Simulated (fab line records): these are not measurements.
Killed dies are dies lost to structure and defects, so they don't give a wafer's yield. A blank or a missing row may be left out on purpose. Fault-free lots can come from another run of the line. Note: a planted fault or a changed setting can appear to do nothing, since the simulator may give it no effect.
Which of the tools did it? -- flow nand_harc -- 10 lots with 30 wafers sampled at 4 steps, on a route of 1159 steps

## WHAT EACH GAUGE READ, for each wafer
NHARC_A_M1_CD_MEAS_09 targets a cd of 120 nm.
lot,measured,on,cd_nm (nm)
L312,day 18 02:29,cd_sem-02,120.0 120.2 120.4
L316,day 18 04:07,cd_sem-03,119.7 119.9 119.8
L313,day 18 04:44,cd_sem-03,119.5 119.8 119.7
L315,day 19 00:08,cd_sem-01,122.5 122.4 122.7
L317,day 19 01:13,cd_sem-03,119.5 119.1 119.3
L318,day 19 13:31,cd_sem-01,120.1 119.8 120.3
L321,day 20 11:50,cd_sem-03,122.0 121.6 121.9
L329,day 22 12:52,cd_sem-01,120.2 119.8 120.3
L333,day 22 14:50,cd_sem-02,119.0 119.8 119.5
L327,day 23 01:12,cd_sem-02,119.1 118.6 119.1

## EACH LOT AND THE TOOL THAT RAN IT (in order: tool; ch and the chambers of the sampled wafers; start)
lot,NHARC_A_M0_STRIP_18,NHARC_A_M0_ANNEAL_30,NHARC_A_M1_EXPOSE_06
L312,"rie_diel-10 ch 2,3, day 17 22:49","rtp_anneal-01 ch 0, day 18 00:34","arfi_scanner-01 ch 0, day 18 02:20"
L316,"rie_diel-10 ch 2,3, day 18 00:35","rtp_anneal-01 ch 0, day 18 01:59","arfi_scanner-01 ch 0, day 18 03:58"
L313,"rie_diel-08 ch 0,3, day 18 01:14","rtp_anneal-02 ch 0, day 18 02:38","arfi_scanner-01 ch 0, day 18 04:35"
L315,"rie_diel-10 ch 1,2, day 18 20:37","rtp_anneal-02 ch 0, day 18 21:55","arfi_scanner-01 ch 0, day 19 00:00"
L317,"rie_diel-08 ch 0,2,3, day 18 21:35","rtp_anneal-01 ch 0, day 18 22:58","arfi_scanner-02 ch 0, day 19 01:05"
L318,"rie_diel-08 ch 0,1,2, day 19 10:09","rtp_anneal-01 ch 0, day 19 11:26","arfi_scanner-03 ch 0, day 19 13:22"
L321,"rie_diel-10 ch 1,3, day 20 08:17","rtp_anneal-01 ch 0, day 20 09:41","arfi_scanner-01 ch 0, day 20 11:42"
L329,"rie_diel-08 ch 2,3, day 22 09:08","rtp_anneal-02 ch 0, day 22 10:30","arfi_scanner-03 ch 0, day 22 12:43"
L333,"rie_diel-13 ch 1,3, day 22 11:28","rtp_anneal-02 ch 0, day 22 12:47","arfi_scanner-03 ch 0, day 22 14:41"
L327,"rie_diel-10 ch 1,2,3, day 22 21:40","rtp_anneal-02 ch 0, day 22 22:58","arfi_scanner-03 ch 0, day 23 01:04"
- NHARC_A_M0_STRIP_18: strips in N2/H2.
- NHARC_A_M0_ANNEAL_30: time 90 s.
- NHARC_A_M1_EXPOSE_06: exposes mask A M1, target cd 120 nm.

## WHAT THE TOOLS THEMSELVES READ (means of the sampled wafers that have a number; where no wafer has one, the mark that the record gives instead)
NHARC_A_M0_STRIP_18.
lot,tool,drypump_motor_current_A (A),oes_product_au (a.u.),rf_fwd_power_W (W),rf_vpp_V (V),showerhead_plenum_p_Torr (Torr),throttle_valve_pct (%)
L312,rie_diel-10,5.9,0.994,996,91.3,2.08,14.181
L316,rie_diel-10,5.9,1.004,997,91.4,2.08,14.178
L313,rie_diel-08,5.6,1.001,996,91.2,2.05,14.179
L315,rie_diel-10,5.9,1.002,997,90.9,2.00,14.159
L317,rie_diel-08,5.7,1.000,994,91.0,2.05,14.178
L318,rie_diel-08,5.7,0.997,995,90.8,2.02,14.166
L321,rie_diel-10,5.2,1.008,997,90.4,2.00,14.166
L329,rie_diel-08,5.7,0.997,996,91.1,2.04,14.169
L333,rie_diel-13,6.0,1.013,997,90.2,1.97,14.170
L327,rie_diel-10,5.6,1.008,995,90.8,2.03,14.174

NHARC_A_M0_ANNEAL_30.
lot,tool,wafer_temp_C_max
L312,rtp_anneal-01,226.2
L316,rtp_anneal-01,225.9
L313,rtp_anneal-02,226.5
L315,rtp_anneal-02,226.6
L317,rtp_anneal-01,226.1
L318,rtp_anneal-01,226.4
L321,rtp_anneal-01,226.2
L329,rtp_anneal-02,226.9
L333,rtp_anneal-02,226.7
L327,rtp_anneal-02,226.6

NHARC_A_M1_EXPOSE_06.
lot,tool,exposure_dose_mJ_cm2,focus_offset_nm (nm)
L312,arfi_scanner-01,75.16,0.4
L316,arfi_scanner-01,75.10,0.1
L313,arfi_scanner-01,75.14,-0.1
L315,arfi_scanner-01,78.26,0.2
L317,arfi_scanner-02,75.21,-0.3
L318,arfi_scanner-03,75.02,0.1
L321,arfi_scanner-01,77.65,-0.5
L329,arfi_scanner-03,75.05,-0.1
L333,arfi_scanner-03,75.04,0.6
L327,arfi_scanner-03,75.08,-0.1

## THE ANSWER, worked out from the rows above alone
Rule: the usual values come from the lots themselves. Put in order of their means at a reading, lots are off if they are a third of the lots or fewer, leave a main group of 4 or more, and stand apart from it by a gap of 3 or more times the standard deviation of the main group's means; of several such gaps the widest counts. A main group whose means are all the same, to the digits that the tables above print for the reading, isn't used. Also off: a lot with no number at a reading for which 4 or more lots have one. Any other lot the step has rows for is counted as sound. Order of review: gauges by route order, followed by the tools' own readings, for which a lot's mean as printed above is used. The first step at which some lot is off is used, and at that step the reading that is off furthest; a lot without a number counts as furthest.
Off, at NHARC_A_M1_CD_MEAS_09 on cd_nm: L315, L321. For the main group the mean is 119.7 nm and the standard deviation 0.41.
If a tool, at a process step before that reading, ran all the lots that are off and no sound lot after the first of them, it fits. The gauges at NHARC_A_M1_CD_MEAS_09 aren't tried: what is off there is off at NHARC_A_M1_EXPOSE_06 too, on other tools, and a gauge's error can't cause that. One candidate fits, namely arfi_scanner-01 at NHARC_A_M1_EXPOSE_06. A fault onset in the window from L313 (day 18 04:35, its last sound lot) to L315 (day 19 00:00, its first lot off) fits.
On the lots that are off, the tool's own readings at NHARC_A_M1_EXPOSE_06 differ by more than 5 times the standard deviation of the sound lots' means, which bears it out; exposure_dose_mJ_cm2 reads 77.96 there versus 75.10 on the sound lots.

## WHAT THE SIMULATOR HAD INSERTED
Process parameter drift: arfi_scanner-01, from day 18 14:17 on, at NHARC_A_M1_EXPOSE_06. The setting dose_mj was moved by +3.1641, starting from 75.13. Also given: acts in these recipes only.
Struck lots among those shown: L315, L321. This agrees with what the rule above found.
